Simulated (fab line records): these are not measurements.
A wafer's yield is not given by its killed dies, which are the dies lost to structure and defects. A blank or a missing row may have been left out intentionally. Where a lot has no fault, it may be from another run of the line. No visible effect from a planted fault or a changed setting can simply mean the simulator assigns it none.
8D (eight disciplines) problem report, filled in by code ; flow n5_finfet ; the parts of the form that need people (team, actions taken, sign-off) are left out

1. THE PROBLEM
At N5_BEOL_M10_COAT_22, spin_speed_rpm averages 1465.3 rpm over 6 wafers from 2 lots, while fault-free wafers read 1499.9 rpm, standard deviation 0.94. That puts it -37 standard deviations away from the usual mean.
The step: resist thk 90 nm.
First seen on wafer L263.1, day 13 12:35, on litho_track-05. The record has a number at this step for 32 wafers belonging to 11 lots. The rule behind "out" and "out of limits": a value lying over 4 standard deviations away from the usual mean. All remaining wafers that have a number are taken as sound.

2. WHAT THIS IS AND IS NOT
question;is;is not
which readings at this step;spin_speed_rpm;-
which lots;L263, L267;L250, L252, L254, L257, L268, L269, L271, L272, L273
which wafers of those lots;all that have a number;-
read on which tools;litho_track-05;litho_track-03, litho_track-04
when;from day 13 12:35;"up to then (11 sound wafers); but 15 sound wafers of L268, L269, L271, L272, L273 came after"

3. WHAT RULES OUT EACH SUSPECT
Counting: a tool at a process step up to the reading stays a suspect if it ran every lot that is out and no sound lot after the first of them.
- rie_diel-01 at N5_BEOL_M10_DESCUM_16 (chemistry O2, time 7.9 s): ruled out as a lasting fault. Sound lots L268, L271 ran on it after its first lot that is out, L263 (day 13 11:33).
- litho_track-05 at N5_BEOL_M10_COAT_22 (resist thk 90 nm): kept. Every lot that is out went through it, starting with L263 (day 13 12:35), and after that it ran no sound lot; the last sound lot it ran before then is L257 (day 12 09:20). Its own spin_speed_rpm readings are out on those wafers.
The count leaves litho_track-05 at N5_BEOL_M10_COAT_22.

4. THE CAUSE (what the simulator had put in)
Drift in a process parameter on litho_track-05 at N5_BEOL_M10_COAT_22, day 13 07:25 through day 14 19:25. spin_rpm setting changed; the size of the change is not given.
Counting left only this tool.

5. SEQUENCE OF EFFECTS, ordered by route
Each row: a reading where the mean over the struck wafers with a number is more than 3 standard deviations away from the usual. Scope: only readings with a usual standard deviation given in the record; hours: median across lots of the time from each lot's start at the first step in this table that gives one to its start at this step; sigmas: change in usual standard deviations.
hours;step;reading;usual;on struck wafers;change;sigmas
0;N5_BEOL_M10_COAT_22;spin_speed_rpm;1499.9 rpm;1465.3;-34.6;-37
Here are the process steps it includes:
- N5_BEOL_M10_COAT_22: resist thk 90 nm.

6. WHAT WOULD HAVE CAUGHT IT SOONER
The fault began at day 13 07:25; the first out-of-limits reading in this record came at day 13 12:35, 5 hours later.
